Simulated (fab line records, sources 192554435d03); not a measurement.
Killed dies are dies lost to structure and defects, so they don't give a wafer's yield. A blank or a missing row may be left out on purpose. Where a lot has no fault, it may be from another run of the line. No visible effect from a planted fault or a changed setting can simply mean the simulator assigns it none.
Struck lot and sound lot, side by side :: flow n5_finfet :: 14 out of 1938 route steps
Sound: the wafers L704.3, L704.4, L704.5. Struck: wafers L711.1, L711.3, L711.6. The cause is named last.
Each step with rows lists, per side, the tool, then ch with its chambers, then its first start. Under that, the readings that differ: sound wafers :: struck wafers :: difference of the means :: sigmas: that difference in standard deviations of wafers without a fault.
alike: words and numbers the same on both sides, and readings whose means are apart by under 2 such deviations; not compared: readings that were withheld, readings missing a value for some wafer, numbers with overlapping values and no deviation given by the record, and bounds like >300 which may hide the same value.
The two part at a step that has a row with sigmas, a row that says differs or no value, or rows on one side only. Non-overlapping numbers with no deviation appear without sigmas and do not part them. Lack of a reading on every wafer of one side parts them only where that side has two or more wafers.

N5_BEOL_M15_STRIP_36: strips in O2.
  sound on rie_diel-02 ch 1,2,3, day 12 11:04; struck on rie_diel-02 ch 0,2,3, day 15 03:14
  alike: drypump_motor_current_A, oes_product_au, rf_vpp_V, showerhead_plenum_p_Torr, throttle_valve_pct
  not compared: rf_hours_counter_h
then, 6 steps without rows for these wafers: N5_BEOL_M15_STRIP_62 (strips in O2); N5_BEOL_M15_STRIP_37 (strips in O2); N5_BEOL_M15_ETCH_38 (etches SiCN in CF4/N2, target depth 106.4 nm, time 120.5 s); N5_BEOL_M15_PRECLEAN_39 (cleans in residue remover, time 60 s); N5_BEOL_M15_SRD_40 (time 30 s, dry time 30 s); N5_BEOL_M15_DEGAS_41 (time 60 s).
N5_BEOL_M15_PRE_CLEAN_42: time 30 s.
  sound: pvd_sputter-01 at day 12 11:43; struck: pvd_sputter-03 at day 15 03:37
  alike: heater_power_w
N5_BEOL_M15_SPUTTER_43: material TaN, target thk 15 nm, time 24.19 s.
  sound: pvd_sputter-01 at day 12 11:45; struck: pvd_sputter-03 at day 15 03:40
  alike: chamber_pressure_pa, throttle_valve_pct
then, 1 step without rows for these wafers: N5_BEOL_M15_SPUTTER_44 (material Ta, target thk 15 nm, time 24.19 s).
N5_BEOL_M15_SPUTTER_45: material Cu, target thk 100 nm, time 16.67 s.
  sound: pvd_sputter-01 at day 12 11:55; struck: pvd_sputter-03 at day 15 03:49
  alike: chamber_pressure_pa, throttle_valve_pct
N5_BEOL_M15_ECD_47: material Cu, target thk 1860 nm.
  sound on ecd_cu-01 ch 0,1, day 12 12:06; struck on ecd_cu-01 ch 0,1, day 15 03:56
reading: model.Cu_of_BEOL_M15_ECD_47.thk_nm (nm)
sound: 1864 1863 1876
struck: 1230 1218 1219
difference: -645
sigmas: 
N5_BEOL_M15_ANNEAL_48: time 90 s.
  sound on rtp_anneal-02 ch 0, day 12 12:22; struck on rtp_anneal-02 ch 0, day 15 04:11
  alike: wafer_temp_C_max
N5_PASSIVATION_PROBE_49:
  the record has rows for the struck wafers here (prober-01, day 15 18:01) and none for the sound ones

## WHERE THEY PART
At N5_PASSIVATION_PROBE_49 and nowhere else, as far as this record goes.

WHY: the cause the simulator had injected
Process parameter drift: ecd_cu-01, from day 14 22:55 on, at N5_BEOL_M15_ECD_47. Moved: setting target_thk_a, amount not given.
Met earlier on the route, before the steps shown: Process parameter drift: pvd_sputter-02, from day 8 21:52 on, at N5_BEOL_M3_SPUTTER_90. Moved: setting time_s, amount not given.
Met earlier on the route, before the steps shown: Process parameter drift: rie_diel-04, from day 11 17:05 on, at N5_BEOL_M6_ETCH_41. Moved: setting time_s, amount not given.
